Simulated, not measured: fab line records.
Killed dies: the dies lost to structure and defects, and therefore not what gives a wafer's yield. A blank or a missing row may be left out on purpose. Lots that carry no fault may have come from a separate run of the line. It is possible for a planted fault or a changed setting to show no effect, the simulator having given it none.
8D (eight disciplines) problem report, filled in by code	flow n5Finfet	the parts of the form that need people (team, actions taken, sign-off) are left out

1. THE ISSUE
Wafers free of any fault read 5.56e-05 nA/um (standard deviation 2.1e-06) for IOFF_N_LONG at N5_BEOL_M4_RC_MEAS_101, against a mean of 1.38e-04 nA/um on 4 wafers of 2 lots. That is +39 standard deviations from the usual mean.
First observed at day 10 19:16: wafer L737.3, on prober-01. Wafers with a number at this step in the record: 12, from 4 lots. Rule for "out" (also "out of limits"): further than 4 standard deviations from the usual mean. The rest of the wafers with a number are treated as sound.

2. WHAT IT IS, AND WHAT IT ISN'T
question	is	is not
which readings at this step	IOFF_N_LONG, IOFF_N, IOFF_N_85C, IOFF_N_LIN, ION_N, VT_N, VT_N_LONG, VT_N_LVT	SS_N
which lots	L737, L739	L748, L751
which wafers of those lots	L737.3, L737.6, L739.3, L739.6	L737.2, L739.2
read on which gauges	prober-01, prober-02	-
when	from day 10 19:16	up to then (1 sound wafer); but 7 sound wafers of L739, L748, L751 came after

3. THE SUSPECTS, EACH WITH WHAT RULES IT OUT
Counting: if a tool at a process step up to the reading ran every lot that is out, it stays a suspect. Sound lots after the first of them don't rule it out here, since some wafers of a struck lot are sound.
- ruled out: the gauge at N5_BEOL_M4_RC_MEAS_101. 2 gauges (prober-01, prober-02) read the wafers that are out.
- aldMetal-02 at N5_HKMG_FIN_ALD_91 (deposits TiN, target thk 1 nm, pulse time 1 s, purge time 3 s): kept. It ran every lot that is out, first L737 (day 6 01:26).
After counting, what remains is aldMetal-02 at N5_HKMG_FIN_ALD_91.

4. THE CAUSE (what the simulator had put in)
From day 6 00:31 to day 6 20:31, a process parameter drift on aldMetal-02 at N5_HKMG_FIN_ALD_91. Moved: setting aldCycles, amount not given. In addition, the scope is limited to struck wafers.
Only this tool survived the counting.

5. THE CHAIN OF EFFECTS, in route order
One row per reading whose mean, taken over the struck wafers that have a number, lies over 3 standard deviations from the usual. Only readings whose record carries a usual standard deviation are examined. hours: median over the lots of the time between each lot's start at the first step of this table that gives one and its start at this step. sigmas: the change, counted in usual standard deviations.
hours	step	reading	usual	on struck wafers	change	sigmas
0	N5_BEOL_M4_RC_MEAS_101	IOFF_N	0.163 nA/um	0.433	+0.270	+10
0	N5_BEOL_M4_RC_MEAS_101	IOFF_N_85C	3.2 nA/um	7.2	+4.0	+9.5
0	N5_BEOL_M4_RC_MEAS_101	IOFF_N_LIN	0.075 nA/um	0.204	+0.129	+13
0	N5_BEOL_M4_RC_MEAS_101	IOFF_N_LONG	5.56e-05 nA/um	1.38e-04	+8.20e-05	+39
0	N5_BEOL_M4_RC_MEAS_101	ION_N	676 uA/um	740	+64	+6.4
0	N5_BEOL_M4_RC_MEAS_101	VT_N	249.3 mV	219.1	-30.2	-10
0	N5_BEOL_M4_RC_MEAS_101	VT_N_LONG	274.8 mV	244.7	-30.1	-19
0	N5_BEOL_M4_RC_MEAS_101	VT_N_LVT	98.2 mV	68.6	-29.6	-11
0	N5_BEOL_M4_RC_MEAS_101	VT_P	-250 mV	-262	-12	-3.6
0	N5_BEOL_M4_RC_MEAS_101	VT_P_LVT	-98.5 mV	-110.4	-11.9	-4.0
108	N5_PASSIVATION_PROBE_49	sortNPass	1077	728	-349	-21
108	N5_PASSIVATION_PROBE_49	sortYieldPct	91.2 %	61.7	-29.5	-20
It contains these process steps:
- N5_PASSIVATION_PROBE_49

6. WHAT WOULD HAVE CAUGHT IT SOONER
115 hours passed between the start of the fault at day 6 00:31 and the first reading out of limits at a measuring or inspecting step in this record, taken at day 10 19:16.
Of the tool readings at N5_HKMG_FIN_ALD_91 for which the record gives a usual standard deviation, none was out on any struck wafer, so an alarm limit of 4 standard deviations on them would not have fired.
Lots out: 2; all had begun N5_HKMG_FIN_ALD_91 on aldMetal-02 by day 10 19:16. None of them would have been spared by holding the tool at that moment.
